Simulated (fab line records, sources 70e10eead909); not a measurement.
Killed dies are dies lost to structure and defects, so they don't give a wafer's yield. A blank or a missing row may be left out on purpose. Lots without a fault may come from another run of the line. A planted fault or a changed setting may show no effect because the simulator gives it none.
A struck lot beside a sound one | flow nand_harc | 15 steps out of a route of 1302
Sound: wafers L224.3, L224.4, L224.6. Struck: wafer L229.4. (L229.2, L229.3 of the same lot were not struck and are left out.) The cause comes at the end.
At each step with rows: each side's tool, then ch and its chambers, then its first start. Under that, the readings that differ: sound wafers | struck wafers | difference of the means | sigmas: that difference in standard deviations of wafers without a fault.
alike: readings whose means differ by less than 2 such deviations, and words and numbers that are the same on both sides. not compared: withheld readings, readings that some wafer has no value for, bounds like >300 that may hide the same value, and numbers for which the record gives no deviation and whose values overlap.
The two part at a step that has a row with sigmas, a row that says differs or no value, or rows on one side only. Numbers that don't overlap but have no deviation are shown without sigmas and don't part them. A reading that every wafer of one side lacks parts them only if that side has two wafers or more.

NHARC_A_M1_INSPECT_11:
  sound on defect_inspect-02, day 26 09:37; struck on defect_inspect-02, day 27 13:34
  alike: raw_defect_count
NHARC_A_M1_DESCUM_14: chemistry O2, time 3 s.
  sound on rie_diel-13 ch 0,2, day 26 09:41; struck on rie_diel-07 ch 0, day 27 13:38
  alike: drypump_motor_current_A, o2_flow_sccm, oes_product_au, rf_vpp_V, showerhead_plenum_p_Torr, throttle_valve_pct
  not compared: rf_hours_counter_h
NHARC_A_M1_ETCH_35: etches the open film in N2/H2, target depth 40 nm, overetch 12 nm, time 43.94 s.
  sound on rie_diel-13 ch 0,2,3, day 26 09:46; struck on rie_diel-07 ch 2, day 27 13:43
  alike: drypump_motor_current_A, oes_product_au, rf_vpp_V, showerhead_plenum_p_Torr, throttle_valve_pct
  not compared: rf_hours_counter_h
NHARC_A_M1_ETCH_15: etches the open film in C4F8/Ar, target depth 182.5 nm, time 91.2 s.
  sound on rie_diel-13 ch 0,1,2; struck on rie_diel-07 ch 1
  alike: oes_product_au, rf_vpp_V
  not compared: rf_hours_counter_h
NHARC_A_M1_CD_MEAS_16:
  sound on cd_sem-02, day 26 09:59; struck on cd_sem-01, day 27 13:56
  reading    | sound             | struck | difference | sigmas
  cd_nm (nm) | 120.1 120.9 120.1 | 118.5  | -1.9       | -3
NHARC_A_M1_STRIP_18: strips in N2/H2.
  sound on rie_diel-09 ch 1,2, day 26 10:03; struck on rie_diel-09 ch 3, day 27 14:01
  reading                | sound                | struck | difference | sigmas
  rf_vpp_V (V)           | 90.8 91.7 93.2       | 90.2   | -1.7       | -2
  throttle_valve_pct (%) | 14.170 14.165 14.154 | 14.183 | +0.020     | +2
  alike: drypump_motor_current_A, oes_product_au, showerhead_plenum_p_Torr
  not compared: rf_hours_counter_h
then, 4 steps without rows for these wafers: NHARC_A_M1_ETCH_28 (etches the open film in CF4/N2, target depth 30 nm, time 72.99 s); NHARC_A_M1_STRIP_19 (strips in post etch residue remover, time 600 s); NHARC_A_M1_DEGAS_29 (time 60 s); NHARC_A_M1_PRE_CLEAN_30 (time 30 s).
NHARC_A_M1_PVD_20: deposits TaN, target thk 5 nm, time 8.06 s.
  sound on pvd_sputter-02; struck on pvd_sputter-01
  alike: throttle_valve_pct
then, 1 step without rows for these wafers: NHARC_A_M1_PVD_21 (deposits Cu, target thk 30 nm, time 20.49 s).
NHARC_A_M1_ECD_22: material Cu, target thk 400 nm.
  sound on ecd_cu-01 ch 0,1, day 26 11:09; struck on ecd_cu-02 ch 0, day 27 15:01
  alike: bath_heat_duty_pct
then, 1 step without rows for these wafers: NHARC_A_M1_ANNEAL_31 (time 90 s).
NHARC_A_M1_CMP_23: polishes, t overpolish 20 s, target thk 154.34 nm.
  sound on cmp-02 ch 0,1,2, day 26 11:49; struck on cmp-02 ch 2, day 27 15:44
  reading                | sound          | struck | difference | sigmas
  time_to_endpoint_s (s) | 30.9 32.6 32.0 | 19.0   | -12.8      | -5
  alike: edge_zone_pressure_frac, motor_current_A

WHERE THEY PART
First at NHARC_A_M1_CD_MEAS_16; last, within this record, at NHARC_A_M1_CMP_23.

WHY: what the simulator had put in
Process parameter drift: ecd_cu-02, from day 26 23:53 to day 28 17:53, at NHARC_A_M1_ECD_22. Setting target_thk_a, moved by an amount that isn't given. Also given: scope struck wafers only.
